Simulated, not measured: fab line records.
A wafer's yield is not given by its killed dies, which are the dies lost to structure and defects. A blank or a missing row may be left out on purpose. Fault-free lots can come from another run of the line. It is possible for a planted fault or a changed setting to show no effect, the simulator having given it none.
fab line records -- flow n5-finfet
[record] lots = 6, wafers = 16, last-day = 17
route steps=1938 shown PASSIVATION@1899
lots untouched by any fault: they come from a run of this same line in which no faults occurred
start-h: hours from the record's opening day to when the first of the lot's shown wafers began -- wait-h: hours since the lot's step before -- " repeats the value in the row above -- L1.1+2: a single row standing in for several wafers -- - no value, or no start given -- * or withheld: withheld -- < > ~ a bound
route shown NAME@n: names a module that has steps shown in the file, with the first one's number in the route -- usual: mean and standard deviation over wafers with no fault -- same: alike in all rows -- chamber/n: place in a boat -- sites: each site's reading -- _std_site: the values' standard deviation -- _edge_site: inner sites' mean taken away from outer sites' mean -- radius-mm: how far each site lies from the wafer's centre -- mask NAME#n: copy n -- behind: the last tool/chamber to shape the wafer -- hold: what put the lot on hold/how long, in hours/how the hold closed -- device: names the non-switching transistor (n, p or np) -- end of line: the same wafers' tests at the end of the route -- a step with no rows: only its recipe -- killed: the dies lost at the first sort to structure and to defects; this is not the yield of the wafer -- map: the dies of a wafer, with x for killed, . for not killed, _ for no die there
set.NAME: setting as actually run; set.NAME@STEP: the setting as run at that earlier step -- model.NAME: the simulator's own value behind a step, which no gauge read
lots seen at some steps along the route; tables by step, rows by wafer
services: from which hour (start-h, from the record's first day; less than 0 if before it) a tool's chamber was out of use, for how many hours, and why
[[steps]]
[step N5_PASSIVATION_EBR_26]
[recipe] solvent = PGMEA, ebr-width-mm = 1.5
[step N5_PASSIVATION_SOFTBAKE_25]
[recipe] temp-c = 100, time-s = 90
[step N5_PASSIVATION_EXPOSE_27]
[recipe] mask-id = PAD, na = 0.55, source-shape = conventional, sigma-outer = 0.8, polarization = unpolarized, defocus-nm = 0, dose-mj = 32.3
[step N5_PASSIVATION_PEB_28]
[recipe] peb-temp-c = withheld, peb-time-s = *
[step N5_PASSIVATION_DEVELOP_29]
[recipe] develop-time-s = 60, rinse-liquid = diw, dry = air-spin, dev-temp-c = 21
[step N5_PASSIVATION_HARDBAKE_31]
[recipe] temp-c = 130, time-s = 120
[step N5_PASSIVATION_CD_MEAS_30]
[recipe] target-cd-nm = 4000, landing-energy-ev = 500, detector = se-inlens, polarity = opening
[usual] cd-nm = 3999.0/1.8
lot.wafer,tool,chamber,start-h,wait-h,cd-nm
L597.1,cd-sem-02,0,328.13,-,3996.4
L597.3,cd-sem-02,0,328.13,-,3999.2
L592.1,cd-sem-03,0,332.52,-,3996.8
L592.3,cd-sem-03,0,332.52,-,4000.7
L592.4,cd-sem-03,0,332.52,-,3999.6
L595.2,cd-sem-02,0,336.75,-,3999.1
L595.6,cd-sem-02,0,336.75,-,4001.2
L602.1,cd-sem-03,0,356.23,-,3996.6
L602.3,cd-sem-03,0,356.23,-,3997.3
L602.5,cd-sem-03,0,356.23,-,3997.4
L607.2,cd-sem-03,0,391.41,-,4000.5
L607.3,cd-sem-03,0,391.41,-,3999.1
L607.6,cd-sem-03,0,391.41,-,4000.3
L610.1,cd-sem-03,0,410.17,-,4001.6
L610.5,cd-sem-03,0,410.17,-,3999.2
L610.6,cd-sem-03,0,410.17,-,4000.5
[step N5_PASSIVATION_OVL_MEAS_63]
[recipe] points-per-wafer = 44
[usual] PAD_OVL = 3/4.9
lot.wafer,tool,chamber,start-h,wait-h,PAD_OVL[nm]
L597.1,overlay-02,0,328.17,0.0,13
L597.3,overlay-02,0,328.17,0.0,14
L592.1,overlay-01,0,332.55,0.0,14
L592.3,overlay-01,0,332.55,0.0,8
L592.4,overlay-01,0,332.55,0.0,6
L595.2,overlay-02,0,336.78,0.0,0
L595.6,overlay-02,0,336.78,0.0,-1
L602.1,overlay-01,0,356.26,0.0,3
L602.3,overlay-01,0,356.26,0.0,0
L602.5,overlay-01,0,356.26,0.0,2
L607.2,overlay-02,0,391.44,0.0,-12
L607.3,overlay-02,0,391.44,0.0,3
L607.6,overlay-02,0,391.44,0.0,-2
L610.1,overlay-02,0,410.20,0.0,11
L610.5,overlay-02,0,410.20,0.0,13
L610.6,overlay-02,0,410.20,0.0,5
[step N5_PASSIVATION_INSPECT_64]
[recipe] mode = adi, inspect-instrument = macro
[usual] raw-defect-count = 2.2/1.5
lot.wafer,tool,chamber,start-h,wait-h,raw-defect-count
L597.1,defect-inspect-02,-,328.19,0.0,4
L597.3,defect-inspect-02,-,328.19,0.0,2
L592.1,defect-inspect-02,-,332.72,0.2,3
L592.3,defect-inspect-02,-,332.72,0.2,4
L592.4,defect-inspect-02,-,332.72,0.2,3
L595.2,defect-inspect-02,-,336.80,0.0,2
L595.6,defect-inspect-02,-,336.80,0.0,0
L602.1,defect-inspect-02,-,356.29,0.0,2
L602.3,defect-inspect-02,-,356.29,0.0,2
L602.5,defect-inspect-02,-,356.29,0.0,2
L607.2,defect-inspect-01,-,391.46,0.0,2
L607.3,defect-inspect-01,-,391.46,0.0,2
L607.6,defect-inspect-01,-,391.46,0.0,4
L610.1,defect-inspect-02,-,410.22,0.0,2
L610.5,defect-inspect-02,-,410.22,0.0,2
L610.6,defect-inspect-02,-,410.22,0.0,1
[step N5_PASSIVATION_DESCUM_32]
[recipe] chemistry = O2, time-s = 7.9, source-power-w = 50, bias-power-w = 20, pressure-mtorr = 20, rf-frequency-hz = 2.712e+07, temp-c = 40, o2-flow-sccm = 225
[usual] drypump-motor-current-A = 5.8/0.5, oes-product-au = 0.79/0.063, rf-vpp-V = 243.4/1.5, showerhead-plenum-p-Torr = 2.11/0.086, throttle-valve-pct = 20.41/0.2
lot.wafer,tool,chamber,start-h,wait-h,drypump-motor-current-A,oes-product-au,rf-hours-counter-h,rf-vpp-V,showerhead-plenum-p-Torr,throttle-valve-pct
L597.1,rie-diel-04,3,328.40,0.2,5.9,0.87,65,244.9,2.21,20.53
L597.3,rie-diel-04,1,328.40,0.2,6.1,0.79,109,245.0,2.21,20.28
L592.1,rie-diel-04,3,332.76,0.0,5.9,0.85,66,244.7,2.21,20.55
L592.3,rie-diel-04,0,332.76,0.0,6.4,0.74,143,245.8,2.17,20.29
L592.4,rie-diel-04,1,332.76,0.0,6.1,0.80,110,244.5,2.21,20.30
L595.2,rie-diel-05,1,337.50,0.7,5.9,0.78,142,242.5,2.00,20.56
L595.6,rie-diel-05,1,337.50,0.7,5.8,0.78,-,243.0,2.00,20.56
L602.1,rie-diel-04,3,356.46,0.2,5.9,0.84,76,246.6,2.21,20.54
L602.3,rie-diel-04,0,356.46,0.2,6.5,0.72,153,245.6,2.17,20.32
L602.5,rie-diel-04,0,356.46,0.2,6.5,0.73,-,243.9,2.17,20.30
L607.2,rie-diel-04,0,391.50,0.0,6.5,0.73,166,243.5,2.17,20.35
L607.3,rie-diel-04,1,391.50,0.0,6.1,0.79,131,245.0,2.20,20.33
L607.6,rie-diel-04,0,391.50,0.0,6.5,0.72,-,244.7,2.17,20.33
L610.1,rie-diel-04,1,410.26,0.0,6.1,0.78,138,243.6,2.19,20.33
L610.5,rie-diel-04,2,410.26,0.0,5.7,0.84,-,244.0,2.05,20.15
L610.6,rie-diel-04,3,410.26,0.0,5.9,0.82,-,244.8,2.20,20.57
[step N5_PASSIVATION_AL_ETCH_33]
[recipe] chemistry = Cl2/BCl3, target-depth-a = 28000, over-etch-frac = 0.15, Cl2_flow_sccm = 180, bcl3-flow-sccm = 60, target = Al, stop-on = TaN, time-s = 466.7, ion-energy-ev = 100, pressure-mtorr = 10, icp-w = 900, bias-w = 100
[usual] bcl3-flow-sccm = 60.00/0.16, drypump-motor-current-A = 6.0/0.53, oes-product-au = 0.69/0.085, throttle-valve-pct = 34.20/0.27
lot.wafer,tool,chamber,start-h,wait-h,bcl3-flow-sccm,drypump-motor-current-A,oes-product-au,rf-hours-counter-h,throttle-valve-pct
L597.1,rie-metal-01,0,328.49,0.1,60.00,5.4,0.75,28,33.70
L597.3,rie-metal-01,0,328.49,0.1,59.63,5.4,0.75,-,33.74
L592.1,rie-metal-02,0,332.85,0.1,60.34,5.1,0.58,105,34.33
L592.3,rie-metal-02,0,332.85,0.1,60.26,5.1,0.57,-,34.29
L592.4,rie-metal-02,1,332.85,0.1,59.95,6.6,0.70,-,34.11
L595.2,rie-metal-01,0,337.59,0.1,59.83,5.4,0.75,29,33.73
L595.6,rie-metal-01,1,337.59,0.1,59.82,6.3,0.85,-,34.66
L602.1,rie-metal-03,0,356.55,0.1,60.11,6.2,0.59,95,34.08
L602.3,rie-metal-03,1,356.55,0.1,60.14,6.1,0.66,-,34.27
L602.5,rie-metal-03,1,356.55,0.1,59.99,6.1,0.66,-,34.28
L607.2,rie-metal-01,1,391.58,0.1,60.17,6.4,0.80,9,34.73
L607.3,rie-metal-01,1,391.58,0.1,60.15,6.3,0.81,-,34.70
L607.6,rie-metal-01,0,391.58,0.1,59.79,5.4,0.74,-,33.74
L610.1,rie-metal-01,1,410.34,0.1,59.88,6.4,0.78,11,34.75
L610.5,rie-metal-01,0,410.34,0.1,60.11,5.4,0.72,-,33.77
L610.6,rie-metal-01,1,410.34,0.1,59.93,6.3,0.79,-,34.74
[step N5_PASSIVATION_ETCH_59]
[recipe] chemistry = Cl2/BCl3, target = TaN, target-depth-a = 650, time-s = 34.9, ion-energy-ev = 100, pressure-mtorr = 10, icp-w = 900, bias-w = 100, Cl2_flow_sccm = 60, bcl3-flow-sccm = 30
[usual] bcl3-flow-sccm = 30.00/0.088, drypump-motor-current-A = 6.0/0.54, oes-product-au = 0.77/0.094, throttle-valve-pct = 21.06/0.21
lot.wafer,tool,chamber,start-h,wait-h,bcl3-flow-sccm,drypump-motor-current-A,oes-product-au,rf-hours-counter-h,throttle-valve-pct
L597.1,rie-metal-01,0,328.89,0.3,29.85,5.4,0.85,29,20.64
L597.3,rie-metal-01,0,328.89,0.3,29.88,5.4,0.84,-,20.63
L592.1,rie-metal-02,0,333.25,0.3,30.03,5.1,0.64,105,21.21
L592.3,rie-metal-02,0,333.25,0.3,30.06,5.1,0.64,-,21.21
L592.4,rie-metal-02,1,333.25,0.3,29.88,6.6,0.79,-,21.01
L595.2,rie-metal-01,0,337.99,0.3,30.00,5.4,0.84,30,20.64
L595.6,rie-metal-01,1,337.99,0.3,29.96,6.3,0.91,-,21.44
L602.1,rie-metal-03,0,356.95,0.3,29.92,6.2,0.65,95,20.98
L602.3,rie-metal-03,1,356.95,0.3,30.05,6.1,0.76,-,21.12
L602.5,rie-metal-03,1,356.95,0.3,30.11,6.1,0.75,-,21.12
L607.2,rie-metal-01,1,391.98,0.3,29.98,6.3,0.89,9,21.44
L607.3,rie-metal-01,1,391.98,0.3,30.01,6.3,0.88,-,21.45
L607.6,rie-metal-01,0,391.98,0.3,29.92,5.4,0.82,-,20.65
L610.1,rie-metal-01,1,410.74,0.3,30.03,6.3,0.87,12,21.47
L610.5,rie-metal-01,0,410.74,0.3,29.93,5.4,0.81,-,20.70
L610.6,rie-metal-01,1,410.74,0.3,29.87,6.3,0.86,-,21.47
[step N5_PASSIVATION_STRIP_34]
[recipe] chemistry = O2, power-w = 600, temp-c = 60, pressure-mtorr = 30, rf-frequency-hz = 6e+07, bias-power-w = 0, overash-fraction = 2, o2-flow-sccm = 225
[usual] bias-power-w = 0/0, chamber-pressure-mTorr = 30.00/0.083, drypump-motor-current-A = 5.6/0.57, oes-product-au = 0.78/0.074, overash-fraction = 2/0, rf-vpp-V = 3.6/1.4, showerhead-plenum-p-Torr = 2.06/0.081, throttle-valve-pct = 16.75/0.18
lot.wafer,tool,chamber,start-h,wait-h,bias-power-w,chamber-pressure-mTorr,drypump-motor-current-A,oes-product-au,overash-fraction,rf-hours-counter-h,rf-vpp-V,showerhead-plenum-p-Torr,throttle-valve-pct
L597.1,rie-diel-05,3,329.01,0.1,-,-,-,-,-,-,-,-,-
L597.3,rie-diel-05,2,329.01,0.1,-,-,-,-,-,-,-,-,-
L592.1,rie-diel-04,1,333.36,0.1,0,30.00,6.1,0.79,2,110,3.3,2.21,16.48
L592.3,rie-diel-04,0,333.36,0.1,0,29.88,6.6,0.75,2,143,4.4,2.18,16.61
L592.4,rie-diel-04,3,333.36,0.1,0,29.94,5.9,0.84,2,66,1.4,2.21,16.74
L595.2,rie-diel-03,2,338.16,0.1,-,-,-,-,-,-,-,-,-
L595.6,rie-diel-03,2,338.16,0.1,-,-,-,-,-,-,-,-,-
L602.1,rie-diel-05,3,357.06,0.1,0,29.95,4.7,0.73,2,136,5.4,2.04,16.94
L602.3,rie-diel-05,2,357.06,0.1,0,29.99,5.9,0.72,2,165,3.3,2.09,17.02
L602.5,rie-diel-05,1,357.06,0.1,0,30.16,5.8,0.77,2,-,4.3,2.00,16.80
L607.2,rie-diel-05,0,392.10,0.1,0,29.93,5.2,0.69,2,213,3.3,1.99,16.66
L607.3,rie-diel-05,2,392.10,0.1,0,30.03,6.0,0.74,2,176,5.3,2.08,16.98
L607.6,rie-diel-05,1,392.10,0.1,0,30.12,5.9,0.76,2,-,1.9,1.99,16.83
L610.1,rie-diel-03,1,411.05,0.3,0,30.03,6.3,0.84,2,40,1.8,2.13,16.71
L610.5,rie-diel-03,3,411.05,0.3,0,29.95,5.5,0.67,2,-,5.2,1.91,17.00
L610.6,rie-diel-03,0,411.05,0.3,0,30.00,5.3,0.76,2,-,3.1,2.02,16.95
[step N5_PASSIVATION_STRIP_51]
[recipe] chemistry = post-etch-residue-remover, time-s = 1200, temp-c = 72.5
[step N5_PASSIVATION_PROBE_49]
[usual] defect-limited-yield = 91.2/1.5, killed_at_M0_to_M3 = 34/11, killed_at_M4_up = 14/5.4, killed-at-contacts = 12/5.9, killed-at-front-end = 40/12, killed-at-other = 4/3.3, killed-dies = 103/18, killed-open = 68/13, killed-short = 34/7.5, sort_bin_5_function = 5.1/1, sort_bin_6_memory = 3.3/0.7, sort-n-pass = 1076/18, sort-yield-pct = 91.2/1.5
[same] gross-dies = 1180, killed-at-back-side = 0, sort_bin_4_leakage[%] = 0, sort_bin_8_speed[%] = 0
lot.wafer,tool,chamber,start-h,wait-h,defect-limited-yield[%],killed_at_M0_to_M3,killed_at_M4_up,killed-at-contacts,killed-at-front-end,killed-at-other,killed-dies,killed-open,killed-short,sort_bin_5_function[%],sort_bin_6_memory[%],sort-n-pass,sort-yield-pct[%]
L597.1,prober-01,-,334.21,0.0,90.3,33,20,5,52,4,114,76,34,6.3,3.0,1066,90.3
L597.3,prober-01,-,334.31,0.1,92.0,21,17,5,51,0,94,62,31,4.5,3.0,1086,92.0
L592.1,prober-02,-,338.00,0.0,90.9,38,23,9,34,3,107,70,34,5.7,3.4,1073,90.9
L592.3,prober-02,-,338.10,0.1,89.9,45,14,8,47,5,119,74,41,6.4,3.1,1061,89.9
L592.4,prober-02,-,338.15,0.2,90.1,46,24,11,28,8,117,86,30,5.3,4.6,1063,90.1
L595.2,prober-02,-,343.30,0.9,88.9,60,8,8,51,4,131,80,48,6.4,4.3,1049,88.9
L607.2,prober-01,-,398.43,2.1,91.9,29,12,12,40,2,95,68,27,4.4,3.2,1085,91.9
L607.3,prober-01,-,398.48,2.2,88.6,48,10,10,60,7,135,95,40,6.2,4.8,1045,88.6
L607.6,prober-01,-,398.63,2.3,92.9,27,10,10,37,0,84,59,25,4.1,2.9,1096,92.9
L610.1,prober-01,-,416.63,0.3,93.7,22,3,12,34,3,74,55,18,3.5,2.5,1106,93.7
L610.5,prober-01,-,416.83,0.5,91.1,31,2,21,47,4,105,67,37,5.3,3.4,1075,91.1
L610.6,prober-01,-,416.88,0.6,89.2,40,13,23,49,3,128,85,40,7.0,3.4,1052,89.2
// killed by level:class
L597.1 FIN_SAQP:geometric-particle:open=15 FIN_SAQP:geometric-particle:short=13 BEOL_M3:geometric-particle:open=11 BEOL_M4:geometric-particle:open=11 BEOL_M0_SAQP:geometric-particle:open=10 STI_FIN_REVEAL:geometric-particle:open=7 BEOL_M0_SAQP:geometric-particle:short=5 ILD0:geometric-particle:open=4
L597.3 FIN_SAQP:geometric-particle:open=17 STI_FIN_REVEAL:geometric-particle:open=10 BEOL_M0_SAQP:geometric-particle:short=8 FIN_SAQP:geometric-particle:short=6 BEOL_M2:geometric-particle:open=6 MOL_CONTACT_COAG:geometric-particle:open=5 BEOL_M5:geometric-particle:open=5 BEOL_M4:geometric-particle:open=4
L592.1 BEOL_M4:geometric-particle:open=11 FIN_SAQP:geometric-particle:short=10 BEOL_M1:geometric-particle:open=9 BEOL_M2:geometric-particle:open=8 BEOL_M3:geometric-particle:open=6 DUMMY_GATE:geometric-particle:open=5 MOL_CONTACT_COAG:geometric-particle:open=5 FIN_SAQP:geometric-particle:open=4
L592.3 BEOL_M3:geometric-particle:open=12 STI_FIN_REVEAL:geometric-particle:open=10 FIN_SAQP:geometric-particle:open=6 GATE_CUT:geometric-particle:short=6 MOL_CONTACT_COAG:geometric-particle:open=6 BEOL_M0_SAQP:geometric-particle:open=6 BEOL_M3:geometric-particle:short=6 STI_FIN_REVEAL:geometric-particle:short=5
L592.4 BEOL_M2:geometric-particle:open=13 MOL_CONTACT_COAG:geometric-particle:open=9 BEOL_M4:geometric-particle:open=9 BEOL_M1:geometric-particle:open=8 BEOL_M3:geometric-particle:open=8 STI_FIN_REVEAL:geometric-particle:open=6 BEOL_M8:geometric-particle:open=6 FIN_SAQP:geometric-particle:open=5
L595.2 STI_FIN_REVEAL:geometric-particle:open=15 BEOL_M3:geometric-particle:open=15 GATE_CUT:geometric-particle:short=11 BEOL_M0_SAQP:geometric-particle:short=11 BEOL_M0_SAQP:geometric-particle:open=9 MOL_CONTACT_COAG:geometric-particle:open=6 BEOL_M0:geometric-particle:open=6 BEOL_M2:geometric-particle:open=6
L607.2 BEOL_M2:geometric-particle:open=11 MOL_CONTACT_COAG:geometric-particle:open=10 STI_FIN_REVEAL:geometric-particle:open=8 DUMMY_GATE:geometric-particle:open=8 FIN_SAQP:geometric-particle:open=5 BEOL_M7:geometric-particle:open=5 FIN_SAQP:geometric-particle:short=4 GATE_CUT:geometric-particle:short=4
L607.3 FIN_SAQP:geometric-particle:short=17 FIN_SAQP:geometric-particle:open=13 BEOL_M0_SAQP:geometric-particle:open=13 BEOL_M2:geometric-particle:open=11 MOL_CONTACT_COAG:geometric-particle:open=10 BEOL_M1:geometric-particle:open=10 STI_FIN_REVEAL:geometric-particle:open=9 DUMMY_GATE:geometric-particle:open=9
L607.6 BEOL_M1:geometric-particle:open=9 DUMMY_GATE:geometric-particle:open=9 MOL_CONTACT_COAG:geometric-particle:open=8 FIN_SAQP:geometric-particle:open=6 FIN_SAQP:geometric-particle:short=5 STI_FIN_REVEAL:geometric-particle:open=5 BEOL_M0_SAQP:geometric-particle:short=4 BEOL_M0:geometric-particle:open=4
L610.1 MOL_CONTACT_COAG:geometric-particle:open=11 STI_FIN_REVEAL:geometric-particle:open=9 DUMMY_GATE:geometric-particle:open=6 FIN_SAQP:geometric-particle:open=5 BEOL_M2:geometric-particle:open=5 BEOL_M3:geometric-particle:open=4 BEOL_M0_SAQP:geometric-particle:short=3 FIN_SAQP:geometric-particle:short=2
L610.5 MOL_CONTACT_COAG:geometric-particle:open=20 STI_FIN_REVEAL:geometric-particle:open=14 BEOL_M0_SAQP:geometric-particle:short=13 FIN_SAQP:geometric-particle:short=8 BEOL_M0_SAQP:geometric-particle:open=8 BEOL_M2:geometric-particle:open=6 STI_FIN_REVEAL:geometric-particle:short=4 DUMMY_GATE:geometric-particle:short=4
L610.6 MOL_CONTACT_COAG:geometric-particle:open=20 DUMMY_GATE:geometric-particle:open=12 BEOL_M0_SAQP:geometric-particle:open=10 FIN_SAQP:geometric-particle:short=8 BEOL_M2:geometric-particle:open=8 FIN_SAQP:geometric-particle:open=5 STI_FIN_REVEAL:geometric-particle:open=5 BEOL_M0_SAQP:geometric-particle:short=5
[[services]]
tool,chamber,start-h,hours,kind
rie-diel-04,-,306.33,0.4,repair
rie-metal-02,0,351.64,-,clean
rie-metal-02,0,351.64,13.3,scheduled-down
rie-metal-02,0,351.64,13.3,vent-cycle
rie-diel-03,3,374.28,19.2,repair
[[key]]
[first-sign] step = N5_PASSIVATION_STRIP_34, reading = tool-record, direction = missing
effect none on later readings
met-at N5_PASSIVATION_STRIP_34
struck-wafers L595.2,L595.6,L597.1,L597.3
[fault] kind = skipped-step-whole, tool = rie-diel-03,rie-diel-05, chamber = -, onset-h = 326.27, steps = N5_PASSIVATION_STRIP_34, scope = struck-lots-only
